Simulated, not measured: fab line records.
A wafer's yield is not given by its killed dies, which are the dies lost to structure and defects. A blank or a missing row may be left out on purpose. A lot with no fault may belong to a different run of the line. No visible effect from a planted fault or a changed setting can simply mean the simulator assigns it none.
Check for tools in common -- flow nand harc -- 13 lots and 39 wafers in the sample

WHY THIS WAS OPENED
At NHARC_A_ONON_D1_INSPECT_32 the reading raw defect count is flagged on 2 of 13 lots. Fault-free wafers read 78, with a standard deviation of 24.
Rule: a lot gets a flag if all its wafers with a number sit over 4 standard deviations from that mean, or if no wafer of it has a number. All remaining lots are regarded as sound.

lot,measured,on,"raw defect count, wafer by wafer",flag
L922,day 8 22:13,defect inspect-02,94 114 82,
L924,day 8 22:22,defect inspect-01,105 84 94,
L925,day 9 10:32,defect inspect-02,88 37 82,
L926,day 9 20:37,defect inspect-02,36 119 62,
L928,day 10 16:38,defect inspect-02,90 83 93,
L930,day 11 09:37,defect inspect-02,46 30 39,
L929,day 11 09:38,defect inspect-01,89 86 71,
L931,day 11 22:02,defect inspect-02,96 104 96,
L936,day 14 04:10,defect inspect-02,954 899 910,FLAGGED
L938,day 15 02:23,defect inspect-02,940 875 946,FLAGGED
L943,day 16 15:36,defect inspect-02,98 65 54,
L944,day 17 03:56,defect inspect-02,51 62 72,
L945,day 18 02:18,defect inspect-02,73 86 120,
The mean of the flagged lots' numbers is 921, +843 from the usual (+35 standard deviations).

WHICH TOOL RAN EACH LOT
The record holds 2 process steps before the reading, out of a route of 1302 steps. Every cell lists first the tool, next ch and the chambers used by the sampled wafers, and last the start.
lot,flag,NHARC_A_ONON_D1_DEP_28,NHARC_A_ONON_D1_DEP_33
L922,,"pecvd onon-01 ch 0, day 8 21:11","pecvd-04 ch 0,2, day 8 21:42"
L924,,"pecvd onon-04 ch 0, day 8 21:23","pecvd-02 ch 0,1,2, day 8 21:53"
L925,,"pecvd onon-04 ch 0, day 9 09:32","pecvd-01 ch 1,2, day 9 10:02"
L926,,"pecvd onon-02 ch 0, day 9 19:32","pecvd-02 ch 0,1, day 9 20:10"
L928,,"pecvd onon-02 ch 0, day 10 15:43","pecvd-01 ch 1,2, day 10 16:10"
L930,,"pecvd onon-02 ch 0, day 11 08:34","pecvd-04 ch 0,1,2, day 11 09:11"
L929,,"pecvd onon-04 ch 0, day 11 08:38","pecvd-02 ch 0,1,2, day 11 09:09"
L931,,"pecvd onon-01 ch 0, day 11 21:05","pecvd-04 ch 1,2, day 11 21:32"
L936,FLAGGED,"pecvd onon-01 ch 0, day 14 03:10","pecvd-02 ch 0,1,2, day 14 03:40"
L938,FLAGGED,"pecvd onon-01 ch 0, day 15 01:19","pecvd-01 ch 0,1,2, day 15 01:55"
L943,,"pecvd onon-04 ch 0, day 16 14:36","pecvd-01 ch 1,2, day 16 15:12"
L944,,"pecvd onon-02 ch 0, day 17 02:57","pecvd-04 ch 0,2, day 17 03:30"
L945,,"pecvd onon-04 ch 0, day 18 01:14","pecvd-04 ch 0,1, day 18 01:50"
These steps, and what they do:
- NHARC_A_ONON_D1_DEP_28: target thk 1000 nm.
- NHARC_A_ONON_D1_DEP_33: deposits SiO2, target thk 200 nm.
- NHARC_A_ONON_D1_INSPECT_32

FLAGGED AGAINST TOTAL, ONE TOOL AT A TIME (gauges that did the reading follow at the end)
step,tool,lots run,flagged,share of the flagged lots,sound lots run after its first flagged lot
NHARC_A_ONON_D1_DEP_28,pecvd onon-01,4,2,all,0
NHARC_A_ONON_D1_DEP_28,pecvd onon-02,4,0,none,-
NHARC_A_ONON_D1_DEP_28,pecvd onon-04,5,0,none,-
NHARC_A_ONON_D1_DEP_33,pecvd-01,4,1,some,1 (L943)
NHARC_A_ONON_D1_DEP_33,pecvd-02,4,1,some,0
NHARC_A_ONON_D1_DEP_33,pecvd-04,5,0,none,-
NHARC_A_ONON_D1_INSPECT_32,defect inspect-01,2,0,none,-
NHARC_A_ONON_D1_INSPECT_32,defect inspect-02,11,2,all,"3 (L943,L944,L945)"

WHAT THE TABLE PERMITS
In 2 table rows, all flagged lots were run: pecvd onon-01 (NHARC_A_ONON_D1_DEP_28), defect inspect-02 (NHARC_A_ONON_D1_INSPECT_32).
- pecvd onon-01 at NHARC_A_ONON_D1_DEP_28: 2 of its 4 lots flagged. A fault beginning between L931 (day 11 21:05), its last sound lot, and L936 (day 14 03:10), its first flagged one, fits the data.
- defect inspect-02 at NHARC_A_ONON_D1_INSPECT_32: 2 of its 11 lots flagged. After the first flagged lot (L943, L944, L945), sound lots still ran on it; a lasting fault on the whole tool would not permit that.
pecvd onon-01 at NHARC_A_ONON_D1_DEP_28 is the single tool remaining.

WHAT THE SIMULATOR HAD PUT IN
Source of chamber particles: pecvd onon-01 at NHARC_A_ONON_D1_DEP_28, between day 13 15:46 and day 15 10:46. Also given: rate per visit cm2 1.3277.
Struck lots among those shown: L936, L938. The same result came from the rule above.
